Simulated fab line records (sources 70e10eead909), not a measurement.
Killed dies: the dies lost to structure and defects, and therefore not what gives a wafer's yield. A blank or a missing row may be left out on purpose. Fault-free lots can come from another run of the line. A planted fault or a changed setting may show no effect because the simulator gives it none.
fab line records    flow nandHarc    part 2 of 2: steps 5 to 6 of 6
[record] lots = 23  wafers = 69  lastDay = 26
route steps=1159 shown A_WL_FILL@822 A_CONTACT@855
lots that met no fault: taken from a fault-free run of the same line
startH: hours from the record's opening day to when the first of the lot's shown wafers began    waitH: hours from the lot's prior step to this one    " repeats the value in the row above    L1.1+2: a row that stands for several wafers    - no value, or no start given    * or withheld: withheld    < > ~ a bound
route shown NAME@n: a module of which the file shows steps, and the number in the route of the first    usual: the fault-free wafers' mean and standard deviation    same: alike in all rows    chamber/n: place in a boat    sites: readings site by site    _std_site: their standard deviation    _edge_site: outer sites' mean less inner sites'    radiusMm: how far each site lies from the wafer's centre    mask NAME#n: copy n    behind: tool/chamber where the wafer was last shaped    hold: cause of the lot's hold/its duration in hours/its outcome    device: the n, p or np transistor that did not switch    end of line: tests of these same wafers at the route's end    a step without rows: its recipe alone    killed: count of dies lost to structure and defects at first sort (not the wafer's yield)    map: shows each die of a wafer: x if killed, . if not, _ if none is there
set.NAME: the setting that was run; set.NAME@STEP: the one run at that earlier step    model.NAME: the simulator's own value behind a step, which no gauge read
the route's steps for a sample of lots (tables are steps, rows are wafers)
services: from which hour (startH, from the record's first day; less than 0 if before it) a tool's chamber was out of use, for how many hours, and why
[[steps]]
[step NHARC_A_CONTACT_ETCH_97]
[recipe] targetDepthA = 200  overEtchFrac = 0.5  timeS = 10  ionEnergyEv = 250  c4f6FlowSccm = 25  o2FlowSccm = 20  arFlowSccm = 500  rfW = 600  biasW = 500  chemistry = C4F6/O2
[usual] drypumpMotorCurrentA = 5.8/0.48  o2FlowSccm = 20.00/0.058  oesProductAu = 0.971/0.026  rfVppV = 548.0/2.9  showerheadPlenumPTorr = 3.98/0.14  throttleValvePct = 26.904/0.0085
lot.wafer  tool        chamber  startH  waitH  drypumpMotorCurrentA  o2FlowSccm  oesProductAu  rfHoursCounterH  rfVppV  showerheadPlenumPTorr  throttleValvePct
L076.1     rieDiel-11  2        -       -      5.5                   20.00       1.011         3                552.1   4.23                   26.896
L076.3     "           0        "       "      5.8                   19.94       1.011         4                547.5   3.95                   26.893
L076.6     "           2        "       "      5.5                   19.93       1.010         -                553.4   4.23                   26.911
L074.1     rieDiel-13  3        -       -      6.2                   20.01       0.933         18               549.0   4.06                   26.907
L074.3     "           0        "       "      5.6                   19.96       0.944         19               544.8   3.92                   26.898
L074.6     "           0        "       "      5.6                   20.03       0.948         -                546.4   3.92                   26.895
L075.3     rieDiel-11  1        -       -      5.5                   20.01       0.948         7                549.9   4.07                   26.919
L075.4     "           3        "       "      6.6                   19.99       0.975         6                547.3   4.00                   26.897
L075.5     "           1        "       "      5.5                   19.96       0.955         -                549.8   4.07                   26.897
L078.1     rieDiel-11  2        -       -      5.5                   20.05       1.014         10               552.0   4.22                   26.924
L078.3     "           0        "       "      5.8                   20.04       1.007         12               548.3   3.95                   26.893
L078.5     "           1        "       "      5.5                   20.07       0.990         -                550.8   4.06                   26.904
L079.2     rieDiel-13  0        -       -      5.6                   19.99       0.945         23               547.6   3.92                   26.905
L079.4     "           1        "       "      5.2                   20.03       0.976         24               548.5   3.98                   26.902
L079.3     "           3        "       "      6.2                   20.01       0.962         22               549.2   4.05                   26.903
L077.3     rieDiel-13  3        -       -      6.2                   20.04       0.951         23               549.4   4.05                   26.902
L077.5     "           3        "       "      6.2                   20.05       0.950         -                549.2   4.05                   26.906
L077.6     "           0        "       "      5.6                   20.03       0.930         -                547.0   3.92                   26.921
L080.4     rieDiel-11  2        -       -      5.5                   20.02       0.968         24               552.1   4.21                   26.910
L080.1     "           0        "       "      5.7                   20.14       0.959         25               548.5   3.94                   26.905
L080.5     "           1        "       "      5.6                   19.96       0.929         -                548.5   4.05                   26.905
L082.3     rieDiel-07  3        -       -      5.6                   19.93       0.975         4                551.0   4.16                   26.900
L082.5     "           0        "       "      6.7                   19.99       0.986         -                543.8   3.76                   26.894
L082.6     "           1        "       "      4.7                   19.92       0.959         -                544.3   3.79                   26.902
L084.1     rieDiel-11  1        -       -      5.5                   20.05       0.982         28               550.3   4.05                   26.916
L084.3     "           0        "       "      5.8                   20.08       1.008         27               547.8   3.94                   26.909
L084.6     "           2        "       "      5.5                   19.93       1.005         -                552.9   4.21                   26.892
L083.1     rieDiel-11  3        -       -      6.6                   20.03       1.005         26               547.4   3.99                   26.908
L083.3     "           2        "       "      5.5                   19.99       1.002         27               552.8   4.21                   26.885
L083.5     "           3        "       "      6.6                   19.96       1.012         -                547.4   3.99                   26.905
L081.4     rieDiel-11  2        -       -      5.5                   20.11       0.964         27               554.4   4.21                   26.913
L081.5     "           1        "       "      5.5                   20.03       0.930         -                550.5   4.05                   26.909
L081.6     "           2        "       "      5.5                   20.07       0.964         -                552.2   4.21                   26.909
L087.1     rieDiel-11  0        -       -      5.8                   19.99       0.959         31               546.8   3.93                   26.900
L087.3     "           3        "       "      6.6                   20.03       0.958         29               548.3   3.98                   26.912
L087.5     "           1        "       "      5.5                   19.98       0.934         -                548.6   4.05                   26.884
L086.3     rieDiel-07  1        459.55  0.1    4.8                   19.91       0.950         13               542.9   3.79                   26.907
L086.2     "           0        "       "      6.7                   20.10       0.979         11               542.9   3.76                   26.907
L086.4     "           0        "       "      6.7                   20.01       0.984         -                544.0   3.76                   26.907
L089.1     rieDiel-13  2        -       -      6.1                   19.95       1.002         0                542.7   3.73                   26.885
L089.2     "           0        "       "      5.6                   19.97       0.994         0                546.0   3.91                   26.900
L089.5     "           1        "       "      5.3                   19.86       1.011         -                546.4   3.97                   26.895
L088.2     rieDiel-11  1        -       -      5.5                   20.04       0.983         36               548.7   4.05                   26.907
L088.1     "           0        "       "      5.8                   19.93       0.997         37               547.7   3.93                   26.901
L088.6     "           2        "       "      5.5                   20.11       1.004         -                552.0   4.21                   26.904
L090.3     rieDiel-07  3        -       -      5.6                   20.02       1.007         22               549.5   4.15                   26.893
L090.1     "           0        "       "      6.7                   20.07       1.013         21               545.0   3.75                   26.904
L090.6     "           1        "       "      4.7                   19.95       0.987         -                543.5   3.78                   26.912
L091.3     rieDiel-13  2        -       -      6.1                   19.92       0.945         4                542.9   3.73                   26.900
L091.4     "           0        "       "      5.6                   20.02       0.937         5                546.4   3.91                   26.900
L091.5     "           1        "       "      5.2                   20.15       0.950         -                547.5   3.97                   26.907
L094.4     rieDiel-13  2        -       -      6.1                   20.04       0.965         7                541.9   3.72                   26.900
L094.1     "           3        "       "      6.2                   19.94       0.973         7                550.3   4.04                   26.897
L094.6     "           2        "       "      6.1                   20.07       0.966         -                543.6   3.72                   26.907
L095.2     rieDiel-07  1        -       -      4.8                   20.05       0.985         31               544.4   3.77                   26.903
L095.1     "           2        "       "      6.0                   19.92       0.999         18               549.0   4.06                   26.903
L095.4     "           0        "       "      6.6                   20.00       1.018         29               543.1   3.75                   26.898
L092.3     rieDiel-11  3        -       -      6.6                   19.97       0.955         50               547.2   3.97                   26.905
L092.2     "           1        "       "      5.5                   20.04       0.915         55               548.8   4.04                   26.914
L092.5     "           2        "       "      5.5                   20.00       0.957         -                551.5   4.19                   26.915
L093.4     rieDiel-13  1        -       -      5.2                   20.08       0.962         9                548.8   3.97                   26.904
L093.6     "           2        "       "      6.0                   19.96       0.958         -                542.3   3.72                   26.903
L093.5     "           3        "       "      6.2                   19.92       0.958         -                550.1   4.04                   26.915
L096.3     rieDiel-13  3        -       -      6.2                   20.08       0.957         12               548.9   4.04                   26.904
L096.6     "           0        "       "      5.6                   19.93       0.953         -                547.5   3.91                   26.889
L096.5     "           1        "       "      5.2                   19.94       0.969         -                546.9   3.97                   26.888
L097.2     rieDiel-13  1        -       -      5.3                   20.03       0.951         13               547.4   3.97                   26.906
L097.1     "           0        "       "      5.6                   20.02       0.942         12               546.9   3.91                   26.894
L097.6     "           1        "       "      5.2                   20.08       0.950         -                549.3   3.97                   26.912
[step NHARC_A_CONTACT_ETCH_106]
[recipe] targetDepthA = 600  overetchA = 60  timeS = 33  ionEnergyEv = 100  cf4FlowSccm = 80  o2FlowSccm = 20  arFlowSccm = 0  rfW = 300  biasW = 100  chemistry = CF4/O2
[usual] drypumpMotorCurrentA = 5.8/0.51  o2FlowSccm = 19.99/0.06  oesProductAu = 1.007/0.014  rfVppV = 198.1/1.3  showerheadPlenumPTorr = 1.35/0.053  throttleValvePct = 13.396/0.0088
lot.wafer  tool        chamber  startH  waitH  drypumpMotorCurrentA  o2FlowSccm  oesProductAu  rfHoursCounterH  rfVppV  showerheadPlenumPTorr  throttleValvePct
L076.3     rieDiel-13  1        383.17  0.1    5.3                   20.10       1.014         19               197.6   1.36                   13.409
L076.1     "           3        "       "      6.2                   19.85       0.998         18               200.5   1.38                   13.396
L076.6     "           0        "       "      5.6                   20.02       0.996         -                196.7   1.33                   13.404
L074.3     rieDiel-11  2        384.58  0.1    5.5                   20.10       1.011         4                199.7   1.44                   13.402
L074.1     "           0        "       "      5.8                   19.96       1.008         5                197.9   1.34                   13.386
L074.6     "           2        "       "      5.5                   20.09       1.015         -                201.5   1.44                   13.413
L075.3     rieDiel-07  0        390.09  0.2    6.6                   20.00       1.004         60               197.5   1.28                   13.398
L075.5     "           1        "       "      4.7                   20.01       1.008         -                195.7   1.29                   13.414
L075.4     "           0        "       "      6.7                   20.00       1.001         -                196.9   1.28                   13.405
L078.3     rieDiel-13  3        396.55  0.1    6.2                   19.93       0.994         21               197.9   1.38                   13.405
L078.1     "           0        "       "      5.5                   19.98       0.988         22               198.5   1.33                   13.402
L078.5     "           1        "       "      5.2                   20.04       1.009         -                197.6   1.36                   13.400
L079.3     rieDiel-11  3        400.86  0.1    6.6                   20.01       1.024         11               198.4   1.36                   13.394
L079.2     "           0        "       "      5.8                   19.97       1.014         14               198.7   1.34                   13.400
L079.4     "           2        "       "      5.5                   20.07       1.023         12               201.3   1.44                   13.404
L077.3     rieDiel-13  2        402.25  0.1    6.0                   19.98       1.031         22               196.7   1.27                   13.393
L077.5     "           3        "       "      6.2                   19.97       0.999         -                197.9   1.38                   13.384
L077.6     "           0        "       "      5.6                   19.99       1.004         -                196.9   1.33                   13.388
L080.4     rieDiel-07  0        429.18  0.1    6.7                   20.02       1.017         4                197.1   1.28                   13.399
L080.1     "           1        "       "      4.7                   19.95       0.983         4                197.8   1.29                   13.400
L080.5     "           2        "       "      5.9                   19.94       1.006         -                198.5   1.39                   13.385
L082.3     rieDiel-13  1        430.88  0.1    5.2                   20.02       1.010         29               196.7   1.35                   13.396
L082.5     "           2        "       "      6.1                   19.95       1.013         -                196.1   1.27                   13.398
L082.6     "           3        "       "      6.2                   19.96       0.997         -                196.7   1.38                   13.405
L084.1     rieDiel-11  2        437.97  0.1    5.5                   20.07       1.018         27               200.0   1.44                   13.403
L084.3     "           3        "       "      6.6                   19.97       1.024         26               198.7   1.36                   13.395
L084.6     "           2        "       "      5.5                   19.97       1.024         -                199.7   1.44                   13.383
L083.1     rieDiel-11  3        439.13  0.1    6.6                   20.06       1.020         26               199.2   1.36                   13.404
L083.3     "           0        "       "      5.8                   19.92       1.012         27               197.1   1.34                   13.393
L083.5     "           0        "       "      5.8                   20.05       1.017         -                198.3   1.34                   13.411
L081.4     rieDiel-13  3        440.89  0.1    6.2                   20.02       1.008         30               198.8   1.38                   13.425
L081.5     "           2        "       "      6.0                   20.00       1.035         -                197.5   1.26                   13.395
L081.6     "           3        "       "      6.2                   20.09       1.001         -                198.9   1.38                   13.400
L087.3     rieDiel-13  2        452.56  0.1    6.0                   20.00       1.011         31               196.2   1.26                   13.403
L087.1     "           3        "       "      6.2                   20.02       0.991         32               199.0   1.38                   13.408
L087.5     "           1        "       "      5.2                   19.98       1.010         -                197.1   1.35                   13.403
L086.3     rieDiel-07  0        460.95  0.5    6.6                   19.92       1.012         12               195.7   1.28                   13.408
L086.2     "           3        "       "      5.5                   20.02       1.013         13               198.8   1.42                   13.394
L086.4     "           0        "       "      6.7                   19.96       1.009         -                196.1   1.28                   13.398
L089.1     rieDiel-07  1        464.31  0.1    4.8                   20.05       0.988         14               196.8   1.28                   13.395
L089.2     "           3        "       "      5.5                   20.00       1.014         14               198.6   1.42                   13.393
L089.5     "           3        "       "      5.5                   20.02       1.011         -                200.1   1.42                   13.411
L088.1     rieDiel-11  3        464.97  0.1    6.6                   19.93       1.013         35               199.3   1.36                   13.393
L088.2     "           0        "       "      5.8                   19.92       1.002         37               198.2   1.34                   13.392
L088.6     "           1        "       "      5.5                   20.00       0.982         -                198.4   1.38                   13.384
L090.1     rieDiel-07  1        480.62  0.1    4.7                   19.99       0.988         23               198.7   1.28                   13.396
L090.3     "           3        "       "      5.6                   20.00       1.019         22               199.3   1.42                   13.394
L090.6     "           1        "       "      4.7                   20.02       0.984         -                197.1   1.28                   13.389
L091.4     rieDiel-13  1        482.22  0.1    5.2                   20.00       1.024         5                198.3   1.35                   13.400
L091.3     "           2        "       "      6.0                   20.05       1.006         4                196.8   1.26                   13.394
L091.5     "           1        "       "      5.2                   19.98       1.023         -                197.6   1.35                   13.401
L094.1     rieDiel-13  1        496.33  0.1    5.2                   20.01       1.009         6                198.3   1.35                   13.394
L094.4     "           3        "       "      6.2                   19.89       1.002         7                196.9   1.38                   13.394
L094.6     "           1        "       "      5.2                   20.02       1.022         -                197.3   1.35                   13.396
L095.2     rieDiel-11  1        505.67  0.1    5.5                   19.97       0.980         55               199.3   1.38                   13.393
L095.1     "           2        "       "      5.5                   19.97       1.021         52               199.4   1.43                   13.397
L095.4     "           0        "       "      5.8                   20.06       1.007         53               199.1   1.33                   13.401
L092.3     rieDiel-13  0        508.38  0.1    5.5                   19.98       0.992         8                197.5   1.33                   13.393
L092.2     "           1        "       "      5.2                   19.97       1.019         8                197.9   1.35                   13.414
L092.5     "           3        "       "      6.2                   20.01       1.009         -                199.4   1.38                   13.406
L093.4     rieDiel-13  1        516.09  0.1    5.2                   19.99       1.012         9                198.3   1.35                   13.400
L093.6     "           2        "       "      6.1                   19.87       1.006         -                198.4   1.26                   13.379
L093.5     "           3        "       "      6.2                   19.98       1.017         -                199.1   1.38                   13.400
L096.3     rieDiel-07  0        524.70  0.1    6.6                   19.98       1.018         35               198.1   1.27                   13.377
L096.6     "           2        "       "      6.0                   19.88       1.013         -                200.1   1.38                   13.397
L096.5     "           3        "       "      5.6                   20.09       1.026         -                199.2   1.41                   13.405
L097.2     rieDiel-13  0        530.42  0.1    5.6                   19.97       0.992         12               198.5   1.33                   13.404
L097.1     "           3        "       "      6.2                   19.90       1.013         13               200.6   1.38                   13.408
L097.6     "           0        "       "      5.5                   20.03       0.996         -                198.2   1.33                   13.389
[[services]]
tool           chamber  startH  hours  kind
rieDiel-13     0        334.01  -      clean
rieDiel-13     1        334.01  -      clean
rieDiel-13     2        334.01  -      clean
rieDiel-13     3        334.01  -      clean
rieDiel-13     2        353.43  10.8   repair
rieDiel-11     0        353.65  4.1    repair
rieDiel-13     0        358.51  -      clean
rieDiel-13     1        358.51  -      clean
rieDiel-13     3        358.51  -      clean
rieDiel-13     3        363.34  4.3    repair
rieDiel-11     -        366.67  9.0    pm
aldHk-04       -        367.39  10.0   pm
rieDiel-07     3        371.03  30.2   repair
aldHk-03       -        394.73  0.7    repair
aldHk-04       -        402.20  1.2    repair
rieDiel-07     -        405.26  9.0    pm
harCapEtch-01  -        411.28  0.1    repair
rieDiel-07     2        443.45  30.7   repair
rieDiel-07     0        448.96  4.0    repair
rieDiel-13     -        453.00  9.0    pm
aldHk-02       -        459.16  10.0   pm
aldHk-04       -        478.99  1.2    repair
aldHk-03       -        504.82  10.0   pm
rieDiel-13     0        516.32  3.3    repair
